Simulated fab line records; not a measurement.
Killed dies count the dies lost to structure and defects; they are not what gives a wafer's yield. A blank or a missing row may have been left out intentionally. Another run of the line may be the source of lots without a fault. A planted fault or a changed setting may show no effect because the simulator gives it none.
fab line records -- flow nand_harc
record lots=6, wafers=18, last_day=24
route steps=1159 shown A_CHANNEL_HOLE_D1@455
lots with no fault: from the same line, run without faults
start_h: hours from the record's first day to the start of the lot's first wafer shown -- wait_h: hours elapsed since this lot's preceding step -- " as in the row above -- L1.1+2: one row covering several wafers at once -- - no value, or no start given -- * or withheld: withheld -- < > ~ a bound
route shown NAME@n: a module of which the file shows steps, and the number in the route of the first -- usual: average and standard deviation across the fault-free wafers -- same: alike in all rows -- chamber/n: place in a boat -- sites: the reading at each site -- _std_site: their standard deviation -- _edge_site: outer sites' mean less inner sites' -- radius_mm: how far each site lies from the wafer's centre -- mask NAME#n: copy n -- behind: the most recent tool/chamber to have shaped the wafer -- hold: what put the lot on hold/how long, in hours/how the hold closed -- device: whichever transistor did not switch (one of n, p or np) -- end of line: the tests these same wafers got at the end of their route -- step lacking rows: just its recipe -- killed: dies that structure and defects cost at the first sort, which is not the same as the wafer's yield -- map: shows each die of a wafer: x if killed, . if not, _ if none is there
set.NAME: the setting that was run; set.NAME@STEP: the one run at that earlier step -- model.NAME: the simulator's own value behind a step, which no gauge read
lots seen at some steps along the route; tables by step, rows by wafer
services: a tool's chamber out of use, with start hour (start_h, from the record's first day; less than 0 if before it), hours out, and reason
## steps
# step NHARC_A_CHANNEL_HOLE_D1_COAT_37
# recipe temp_c=225, time_s=65
# step NHARC_A_CHANNEL_HOLE_D1_COAT_04
# recipe spin_rpm=1500, resist_thk_nm=90
# step NHARC_A_CHANNEL_HOLE_D1_SOFTBAKE_05
# recipe temp_c=105, time_s=55
# step NHARC_A_CHANNEL_HOLE_D1_EBR_06
# step NHARC_A_CHANNEL_HOLE_D1_EXPOSE_07
# recipe na=1.35, target_cd_nm=100, sigma_outer=0.3, dose_mj=59.65, mask_id=HOLE_D1
# step NHARC_A_CHANNEL_HOLE_D1_PEB_08
# recipe peb_temp_c=100, peb_time_s=65
# step NHARC_A_CHANNEL_HOLE_D1_DEVELOP_09
# recipe develop_time_s=35, dev_temp_c=23
# step NHARC_A_CHANNEL_HOLE_D1_CD_MEAS_10
# recipe target_cd_nm=100, landing_energy_ev=500
# usual cd_nm=100.0/0.5
lot.wafer,tool,chamber,start_h,wait_h,cd_nm
L192.2,cd_sem-03,0,224.17,-,100.9
L192.3,cd_sem-03,0,224.17,-,100.6
L192.5,cd_sem-03,0,224.17,-,99.9
L193.1,cd_sem-01,0,226.02,-,99.9
L193.2,cd_sem-01,0,226.02,-,100.0
L193.4,cd_sem-01,0,226.02,-,100.0
L195.1,cd_sem-02,0,236.33,-,99.5
L195.2,cd_sem-02,0,236.33,-,98.7
L195.5,cd_sem-02,0,236.33,-,100.4
L199.1,cd_sem-03,0,271.52,-,100.6
L199.2,cd_sem-03,0,271.52,-,100.5
L199.5,cd_sem-03,0,271.52,-,99.6
L201.3,cd_sem-03,0,275.07,-,100.1
L201.4,cd_sem-03,0,275.07,-,100.5
L201.6,cd_sem-03,0,275.07,-,99.7
L207.3,cd_sem-01,0,313.82,-,99.9
L207.4,cd_sem-01,0,313.82,-,100.4
L207.6,cd_sem-01,0,313.82,-,99.2
# step NHARC_A_CHANNEL_HOLE_D1_OVL_MEAS_11
# usual overlay_x_nm=0.1/1, overlay_y_nm=0.0/0.91
lot.wafer,tool,chamber,start_h,wait_h,overlay_x_nm,overlay_y_nm
L192.2,overlay-01,-,224.26,-,-1.3,-1.4
L192.3,overlay-01,-,224.26,-,-0.9,-0.5
L192.5,overlay-01,-,224.26,-,-0.3,-0.9
L193.1,overlay-02,-,226.11,-,0.2,1.9
L193.2,overlay-02,-,226.11,-,0.3,0.9
L193.4,overlay-02,-,226.11,-,0.2,1.6
L195.1,overlay-02,-,236.42,-,-1.0,0.5
L195.2,overlay-02,-,236.42,-,0.1,0.8
L195.5,overlay-02,-,236.42,-,-0.2,-0.2
L199.1,overlay-02,-,271.61,-,-0.2,0.5
L199.2,overlay-02,-,271.61,-,0.3,0.7
L199.5,overlay-02,-,271.61,-,-0.2,0.8
L201.3,overlay-02,-,275.15,-,-0.6,-0.6
L201.4,overlay-02,-,275.15,-,-0.7,-1.3
L201.6,overlay-02,-,275.15,-,-0.8,-1.0
L207.3,overlay-02,-,313.90,-,-0.5,0.6
L207.4,overlay-02,-,313.90,-,-0.7,0.7
L207.6,overlay-02,-,313.90,-,-0.6,-0.2
# step NHARC_A_CHANNEL_HOLE_D1_INSPECT_12
# usual raw_defect_count=5.4/2.6
lot.wafer,tool,chamber,start_h,wait_h,raw_defect_count
L192.2,defect_inspect-01,-,224.29,0.0,4
L192.3,defect_inspect-01,-,224.29,0.0,6
L192.5,defect_inspect-01,-,224.29,0.0,5
L193.1,defect_inspect-01,-,226.15,0.0,9
L193.2,defect_inspect-01,-,226.15,0.0,11
L193.4,defect_inspect-01,-,226.15,0.0,7
L195.1,defect_inspect-02,-,236.46,0.0,8
L195.2,defect_inspect-02,-,236.46,0.0,6
L195.5,defect_inspect-02,-,236.46,0.0,5
L199.1,defect_inspect-02,-,271.65,0.0,5
L199.2,defect_inspect-02,-,271.65,0.0,4
L199.5,defect_inspect-02,-,271.65,0.0,6
L201.3,defect_inspect-02,-,275.19,0.0,6
L201.4,defect_inspect-02,-,275.19,0.0,11
L201.6,defect_inspect-02,-,275.19,0.0,10
L207.3,defect_inspect-01,-,313.94,0.0,5
L207.4,defect_inspect-01,-,313.94,0.0,2
L207.6,defect_inspect-01,-,313.94,0.0,2
# step NHARC_A_CHANNEL_HOLE_D1_DESCUM_15
# recipe time_s=3, o2_flow_sccm=200, ar_flow_sccm=0, bias_power_w=0, chemistry=O2
# usual drypump_motor_current_A=5.9/0.43, oes_product_au=0.994/0.0081, rf_vpp_V=57.8/0.93, showerhead_plenum_p_Torr=1.94/0.08, throttle_valve_pct=11.312/0.0099
# same time_s=3
lot.wafer,tool,chamber,start_h,wait_h,drypump_motor_current_A,oes_product_au,rf_hours_counter_h,rf_vpp_V,showerhead_plenum_p_Torr,throttle_valve_pct
L192.2,rie_diel-02,0,224.35,0.1,6.2,1.001,5,58.6,2.00,11.287
L192.3,rie_diel-02,2,224.35,0.1,5.9,1.001,3,58.3,1.98,11.305
L192.5,rie_diel-02,1,224.35,0.1,5.6,0.998,-,57.2,1.95,11.308
L193.2,rie_diel-12,0,226.21,0.1,5.6,1.001,1,56.7,1.90,11.311
L193.1,rie_diel-12,3,226.21,0.1,6.3,0.991,1,57.5,1.86,11.304
L193.4,rie_diel-12,2,226.21,0.1,5.8,0.998,-,59.0,2.05,11.310
L195.2,rie_diel-02,0,236.52,0.1,6.2,0.991,5,56.9,2.00,11.334
L195.1,rie_diel-02,2,236.52,0.1,5.9,0.993,4,58.9,1.98,11.300
L195.5,rie_diel-02,1,236.52,0.1,5.6,0.989,-,58.2,1.95,11.302
L199.1,rie_diel-02,1,271.71,0.1,5.7,0.991,9,56.9,1.94,11.313
L199.2,rie_diel-02,0,271.71,0.1,6.2,1.003,9,58.5,1.99,11.312
L199.5,rie_diel-02,2,271.71,0.1,5.9,1.006,-,57.9,1.98,11.303
L201.3,rie_diel-02,1,275.27,0.1,5.6,0.988,9,57.5,1.94,11.301
L201.4,rie_diel-02,2,275.27,0.1,5.9,1.007,8,58.4,1.98,11.295
L201.6,rie_diel-02,3,275.27,0.1,5.7,1.003,-,57.7,1.90,11.319
L207.4,rie_diel-12,3,314.01,0.1,6.3,0.978,8,57.6,1.85,11.313
L207.3,rie_diel-12,0,314.01,0.1,5.6,0.991,7,57.1,1.90,11.307
L207.6,rie_diel-12,3,314.01,0.1,6.3,0.977,-,55.9,1.85,11.314
# step NHARC_A_CHANNEL_HOLE_D1_ETCH_38
# recipe target_depth_a=390, over_etch_frac=0.3, time_s=65, ion_energy_ev=80, cf4_flow_sccm=150, ar_flow_sccm=0, rf_w=300, bias_w=100, chemistry=CF4
# usual drypump_motor_current_A=5.9/0.43, oes_product_au=0.995/0.0083, rf_vpp_V=151.5/1.2, run_length_s=86.4/0.47, showerhead_plenum_p_Torr=1.79/0.068, throttle_valve_pct=13.283/0.0079
# same time_s=65
lot.wafer,tool,chamber,start_h,wait_h,drypump_motor_current_A,oes_product_au,rf_hours_counter_h,rf_vpp_V,run_length_s,showerhead_plenum_p_Torr,throttle_valve_pct
L192.2,rie_diel-02,2,224.44,0.1,5.9,1.000,4,149.8,86.9,1.83,13.283
L192.3,rie_diel-02,0,224.44,0.1,6.2,1.004,5,151.8,86.3,1.84,13.290
L192.5,rie_diel-02,2,224.44,0.1,5.9,1.003,-,151.8,86.8,1.83,13.286
L193.2,rie_diel-12,2,226.32,0.1,5.8,0.992,2,152.5,86.2,1.88,13.283
L193.1,rie_diel-12,3,226.32,0.1,6.3,0.973,1,150.2,86.7,1.72,13.273
L193.4,rie_diel-12,0,226.32,0.1,5.6,1.001,-,150.9,85.6,1.76,13.285
L195.1,rie_diel-02,1,236.61,0.1,5.6,0.998,6,151.3,87.1,1.80,13.273
L195.2,rie_diel-02,0,236.61,0.1,6.3,1.001,5,152.7,86.5,1.84,13.287
L195.5,rie_diel-02,2,236.61,0.1,5.9,0.999,-,152.2,86.7,1.83,13.286
L199.2,rie_diel-02,3,271.79,0.1,5.7,1.012,8,149.8,86.2,1.76,13.298
L199.1,rie_diel-02,0,271.79,0.1,6.2,1.009,9,153.0,86.2,1.84,13.280
L199.5,rie_diel-02,0,271.79,0.1,6.2,1.017,-,151.3,86.2,1.84,13.292
L201.4,rie_diel-02,0,275.33,0.1,6.2,0.998,9,153.8,86.1,1.84,13.292
L201.3,rie_diel-02,2,275.33,0.1,5.9,1.001,8,151.9,86.8,1.83,13.287
L201.6,rie_diel-02,0,275.33,0.1,6.2,1.004,-,152.0,86.2,1.84,13.286
L207.3,rie_diel-12,2,314.08,0.1,5.9,0.987,8,152.2,86.2,1.88,13.288
L207.4,rie_diel-12,0,314.08,0.1,5.6,0.977,7,151.7,85.4,1.75,13.268
L207.6,rie_diel-12,2,314.08,0.1,5.8,0.978,-,151.4,85.5,1.88,13.285
# step NHARC_A_CHANNEL_HOLE_D1_ETCH_39
# recipe target_depth_a=2600, over_etch_frac=0.3, time_s=325, ion_energy_ev=200, n2_flow_sccm=150, h2_flow_sccm=150, ar_flow_sccm=0, rf_w=400, bias_w=150, chemistry=N2/H2
# usual drypump_motor_current_A=5.9/0.43, h2_flow_sccm=150.0/0.44, oes_product_au=0.994/0.0076, rf_vpp_V=431.4/2.6, run_length_s=346.4/0.5, showerhead_plenum_p_Torr=2.07/0.089, throttle_valve_pct=14.171/0.0097
lot.wafer,tool,chamber,start_h,wait_h,drypump_motor_current_A,h2_flow_sccm,oes_product_au,rf_hours_counter_h,rf_vpp_V,run_length_s,showerhead_plenum_p_Torr,throttle_valve_pct
L192.2,rie_diel-02,3,224.55,-,5.7,149.5,1.003,4,430.9,346.5,2.03,14.165
L192.3,rie_diel-02,0,224.55,-,6.2,150.1,1.001,5,432.7,346.2,2.13,14.164
L192.5,rie_diel-02,2,224.55,-,5.9,150.2,0.998,-,432.3,347.2,2.12,14.178
L193.1,rie_diel-12,2,226.41,-,5.8,149.7,0.995,2,435.9,345.8,2.19,14.169
L193.2,rie_diel-12,0,226.41,-,5.6,150.5,1.001,1,428.8,345.4,2.02,14.151
L193.4,rie_diel-12,3,226.41,-,6.3,149.6,0.989,-,429.6,346.7,1.98,14.178
L195.1,rie_diel-02,0,236.74,-,6.2,149.8,0.989,5,433.2,346.2,2.13,14.175
L195.2,rie_diel-02,1,236.74,-,5.7,149.9,0.987,6,431.4,347.4,2.07,14.173
L195.5,rie_diel-02,2,236.74,-,5.9,150.0,0.986,-,432.7,347.0,2.12,14.167
L199.2,rie_diel-02,2,271.89,-,5.9,149.8,0.999,7,432.9,347.1,2.12,14.178
L199.1,rie_diel-02,0,271.89,-,6.2,150.2,1.000,9,433.7,262.2,2.13,14.197
L199.5,rie_diel-02,2,271.89,-,5.9,150.3,1.005,-,432.2,347.0,2.12,14.163
L201.3,rie_diel-02,0,275.42,-,6.2,150.7,1.005,9,432.9,262.1,2.13,14.180
L201.4,rie_diel-02,2,275.42,-,5.9,149.8,1.003,8,432.7,347.0,2.12,14.182
L201.6,rie_diel-02,0,275.42,-,6.2,150.3,1.000,-,433.5,262.4,2.13,14.173
L207.3,rie_diel-12,1,314.18,-,5.2,150.6,0.999,6,432.7,345.6,2.14,14.174
L207.4,rie_diel-12,0,314.18,-,5.6,150.2,0.978,7,429.7,345.4,2.02,14.178
L207.6,rie_diel-12,1,314.18,-,5.3,150.4,0.994,-,433.3,345.4,2.14,14.175
# step NHARC_A_CHANNEL_HOLE_D1_ETCH_34
# recipe target_depth_a=1540, time_s=77, cf4_flow_sccm=100, chf3_flow_sccm=30, ar_flow_sccm=0, rf_w=500, bias_w=200, chemistry=CF4/CHF3
# usual drypump_motor_current_A=5.9/0.43, oes_product_au=0.937/0.024, rf_vpp_V=371.1/2.3, run_length_s=98.4/0.49, showerhead_plenum_p_Torr=1.59/0.064, throttle_valve_pct=16.803/0.0092
# same time_s=77
lot.wafer,tool,chamber,start_h,wait_h,drypump_motor_current_A,oes_product_au,rf_hours_counter_h,rf_vpp_V,run_length_s,showerhead_plenum_p_Torr,throttle_valve_pct
L192.3,rie_diel-02,2,-,-,5.9,0.965,4,372.7,98.5,1.63,16.797
L192.2,rie_diel-02,1,-,-,5.6,0.914,5,371.3,99.3,1.60,16.802
L192.5,rie_diel-02,2,-,-,5.9,0.974,-,371.6,98.5,1.63,16.801
L193.4,rie_diel-12,1,-,-,5.2,0.995,1,373.1,97.6,1.64,16.795
L193.1,rie_diel-12,2,-,-,5.9,0.956,2,374.3,97.5,1.68,16.796
L193.2,rie_diel-12,3,-,-,6.3,0.945,2,368.9,98.5,1.53,16.801
L195.2,rie_diel-02,3,-,-,5.7,0.915,5,371.4,98.7,1.57,16.795
L195.1,rie_diel-02,0,-,-,6.2,0.927,5,372.4,99.0,1.64,16.800
L195.5,rie_diel-02,3,-,-,5.7,0.920,-,370.2,98.6,1.57,16.809
L199.2,rie_diel-02,1,-,-,5.6,0.908,9,372.8,99.0,1.60,16.816
L199.1,rie_diel-02,2,-,-,5.9,0.924,7,371.6,98.6,1.63,16.817
L199.5,rie_diel-02,1,-,-,5.6,0.917,-,371.0,99.1,1.60,16.791
L201.4,rie_diel-02,0,-,-,6.2,0.924,9,371.7,98.6,1.64,16.806
L201.3,rie_diel-02,1,-,-,5.6,0.907,9,369.5,98.7,1.60,16.790
L201.6,rie_diel-02,0,-,-,6.2,0.924,-,372.4,98.3,1.64,16.812
L207.4,rie_diel-12,0,-,-,5.6,0.933,8,369.9,97.8,1.56,16.807
L207.3,rie_diel-12,1,-,-,5.2,0.926,7,372.6,97.8,1.64,16.795
L207.6,rie_diel-12,2,-,-,5.9,0.917,-,374.9,97.6,1.68,16.808
## services
tool,chamber,start_h,hours,kind
rie_diel-12,-,202.40,9.0,pm
rie_diel-02,0,208.70,-,clean
rie_diel-02,1,208.70,-,clean
rie_diel-02,2,208.70,-,clean
rie_diel-02,3,208.70,-,clean
rie_diel-12,1,215.93,10.7,repair
rie_diel-02,0,233.27,-,clean
rie_diel-02,1,233.27,-,clean
rie_diel-02,2,233.27,-,clean
rie_diel-02,3,233.27,-,clean
rie_diel-12,-,238.33,0.8,repair
rie_diel-02,0,257.77,-,clean
rie_diel-02,1,257.77,-,clean
rie_diel-02,2,257.77,-,clean
rie_diel-02,3,257.77,-,clean
rie_diel-12,1,265.36,1.6,repair
rie_diel-12,1,274.49,2.8,repair
rie_diel-02,0,282.27,-,clean
rie_diel-02,1,282.27,-,clean
rie_diel-02,2,282.27,-,clean
rie_diel-02,3,282.27,-,clean
rie_diel-12,3,301.25,3.0,repair
rie_diel-02,1,302.50,17.2,repair
rie_diel-02,0,306.77,-,clean
## key
first_sign step=NHARC_A_CHANNEL_HOLE_D1_ETCH_39, reading=run_length_s, direction=down, sigmas=99+, usual=*, struck=*
effect none on later readings
met_at NHARC_A_CHANNEL_HOLE_D1_ETCH_39
struck_wafers L199.1,L201.3,L201.6
later_rows_left_out L199.1,L201.3,L201.6
sort_left_out L199.1,L201.3,L201.6
tester_left_out L199,L201
onset_between 236.74 271.89
fault kind=process_parameter_drift, tool=rie_diel-02, chamber=0, onset_h=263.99, steps=NHARC_A_CHANNEL_HOLE_D1_ETCH_39, channel=time_s, offset=*, shape=step, end_h=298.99, acts_in=*, stated=*
# tester_left_out: of these lots the tester's yield and bins aren't shown, on N5 and GAA mostly nor the transistor test; their killed dies are dies lost to structure and defects alone, not to doping, threshold or leakage, so they don't give the yield
# sort_left_out: the simulated sort isn't trusted on such a fault, so these wafers' sort isn't shown, and their yield isn't known
# later_rows_left_out: the simulator's readings of these wafers behind a module that went badly wrong aren't trusted and aren't shown, but for the sort
